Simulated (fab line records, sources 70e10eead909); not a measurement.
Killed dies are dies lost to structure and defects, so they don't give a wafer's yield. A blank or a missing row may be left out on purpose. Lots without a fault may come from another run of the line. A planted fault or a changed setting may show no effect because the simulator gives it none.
A struck lot beside a sound one | flow nand_harc | 14 steps out of a route of 1159
Sound: wafers L635.1, L635.5, L635.6. Struck: wafers L647.3, L647.4, L647.5. The cause comes at the end.
At each step with rows: each side's tool, then ch and its chambers, then its first start. Under that, the readings that differ: sound wafers | struck wafers | difference of the means | sigmas: that difference in standard deviations of wafers without a fault.
alike: readings whose means differ by less than 2 such deviations, and words and numbers that are the same on both sides. not compared: withheld readings, readings that some wafer has no value for, bounds like >300 that may hide the same value, and numbers for which the record gives no deviation and whose values overlap.
The two part at a step that has a row with sigmas, a row that says differs or no value, or rows on one side only. Numbers that don't overlap but have no deviation are shown without sigmas and don't part them. A reading that every wafer of one side lacks parts them only if that side has two wafers or more.

first, 6 steps without rows for these wafers: NHARC_P_STI_COAT_03 (resist thk 600 nm); NHARC_P_STI_SOFTBAKE_04 (time 70 s); NHARC_P_STI_EBR_05; NHARC_P_STI_EXPOSE_06 (exposes mask P STI, target cd 200 nm); NHARC_P_STI_PEB_07 (peb time 80 s); NHARC_P_STI_DEVELOP_08 (time 50 s).
NHARC_P_STI_CD_MEAS_09: target cd 200 nm.
  sound on cd_sem-03 ch 0, day 2 16:00; struck on cd_sem-01 ch 0, day 5 10:56
  alike: cd_nm
NHARC_P_STI_OVL_MEAS_10:
  sound on overlay-02, day 2 16:05; struck on overlay-01, day 5 11:01
  alike: overlay_x_nm, overlay_y_nm
NHARC_P_STI_INSPECT_11:
  sound on defect_inspect-01, day 2 16:07; struck on defect_inspect-02, day 5 11:04
  alike: raw_defect_count
then, 1 step without rows for these wafers: NHARC_P_STI_HARDBAKE_13 (time 65 s).
NHARC_P_STI_DESCUM_14: chemistry O2, time 3 s.
  sound on rie_diel-11 ch 1,2,3, day 2 16:16; struck on rie_diel-11 ch 0,2,3, day 5 11:13
  alike: drypump_motor_current_A, oes_product_au, rf_vpp_V, showerhead_plenum_p_Torr, throttle_valve_pct
  not compared: rf_hours_counter_h
NHARC_P_STI_ETCH_42: etches the open film in N2/H2, target depth 80 nm, overetch 24 nm, time 61 s.
  sound on rie_diel-11 ch 0,1, day 2 16:21; struck on rie_diel-11 ch 0,2, day 5 11:17
  reading                | sound                | struck               | difference | sigmas
  throttle_valve_pct (%) | 14.161 14.175 14.169 | 14.187 14.190 14.185 | +0.019     | +2
  alike: bias_w, chamber_pressure_mTorr, drypump_motor_current_A, oes_product_au, rf_vpp_V, showerhead_plenum_p_Torr
  not compared: rf_hours_counter_h
NHARC_P_STI_ETCH_31: etches the open film in CF4/CHF3, target depth 108.9 nm, time 54.5 s.
  sound on rie_diel-11 ch 1,2, day 2 16:26; struck on rie_diel-11 ch 2,3, day 5 11:22
  no value came back on the struck wafers for any of 7 readings (bias_w (W), cf4_flow_sccm (sccm) and others); on the sound wafers bias_w (W) reads 200.8 200.2 200.2
  not compared: rf_hours_counter_h
NHARC_P_STI_ETCH_15: etches the open film in HBr/Cl2, target depth 300 nm, time 100.1 s.
  sound on rie_si-05 ch 1,2,3, day 2 16:35; struck on rie_si-05 ch 0,1,3, day 5 11:28
  alike: bias_w, chamber_pressure_mTorr, drypump_motor_current_A, oes_product_au, throttle_valve_pct
  not compared: rf_hours_counter_h

WHERE THEY PART
First at NHARC_P_STI_ETCH_42; last, within this record, at NHARC_P_STI_ETCH_31. Later steps at which nothing parts them and some readings are alike: NHARC_P_STI_ETCH_15.

WHY: what the simulator had put in
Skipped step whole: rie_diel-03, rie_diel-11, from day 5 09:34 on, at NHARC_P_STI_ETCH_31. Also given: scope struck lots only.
